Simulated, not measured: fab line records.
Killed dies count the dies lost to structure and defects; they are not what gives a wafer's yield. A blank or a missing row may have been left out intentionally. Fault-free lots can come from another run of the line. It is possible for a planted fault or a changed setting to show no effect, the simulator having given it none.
Chamber matching / flow n5-finfet / N5_BEOL_M0_PRE_CLEAN_131 on cvd-co-01 has 3 sister chambers
The step time 15 s. 6 wafers are shown with their chamber, then 12 later ones without.

== WAFERS, EACH WITH ITS CHAMBER ==
wafer=L088.4; chamber=0; heater-power-w (W)=107
wafer=L088.5; chamber=1; heater-power-w (W)=70
wafer=L088.6; chamber=2; heater-power-w (W)=105
wafer=L090.1; chamber=1; heater-power-w (W)=70
wafer=L090.3; chamber=0; heater-power-w (W)=102
wafer=L090.5; chamber=2; heater-power-w (W)=104

== WAFERS WHOSE CHAMBER IS MISSING ==
wafer=L091.1; heater-power-w (W)=106
wafer=L091.2; heater-power-w (W)=69
wafer=L091.4; heater-power-w (W)=105
wafer=L093.1; heater-power-w (W)=107
wafer=L093.5; heater-power-w (W)=105
wafer=L093.6; heater-power-w (W)=106
wafer=L094.2; heater-power-w (W)=69
wafer=L094.3; heater-power-w (W)=106
wafer=L094.5; heater-power-w (W)=104
wafer=L096.4; heater-power-w (W)=104
wafer=L096.5; heater-power-w (W)=69
wafer=L096.6; heater-power-w (W)=109

== CHAMBER TAKEN BY EACH ==
wafer=L091.1; from the rows above=can't be placed: 0 or 2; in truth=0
wafer=L091.2; from the rows above=1; in truth=1
wafer=L091.4; from the rows above=can't be placed: 0 or 2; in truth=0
wafer=L093.1; from the rows above=can't be placed: 0 or 2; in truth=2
wafer=L093.5; from the rows above=can't be placed: 0 or 2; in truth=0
wafer=L093.6; from the rows above=can't be placed: 0 or 2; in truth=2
wafer=L094.2; from the rows above=1; in truth=1
wafer=L094.3; from the rows above=can't be placed: 0 or 2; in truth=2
wafer=L094.5; from the rows above=can't be placed: 0 or 2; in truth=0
wafer=L096.4; from the rows above=can't be placed: 0 or 2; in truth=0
wafer=L096.5; from the rows above=1; in truth=1
wafer=L096.6; from the rows above=can't be placed: 0 or 2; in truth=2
Placed correctly: 3 of 12. Not placeable from these rows: 9 (in 9, the candidates include the true chamber). Wrongly placed: 0.
How it was worked out, from the rows above alone: a wafer's distance from a chamber is the root of the sum, over the readings, of the square of ((its reading less the chamber's mean) divided by the reading's scatter). If the next closest chamber is less than 2 further off than the closest, the wafer can't be placed; otherwise it belongs to the closest. Each chamber's mean is taken over the wafers shown for it. The scatter is the square root of a quotient: the sum, over the shown wafers, of each reading's squared deviation from its chamber's mean, divided by wafers minus chambers.
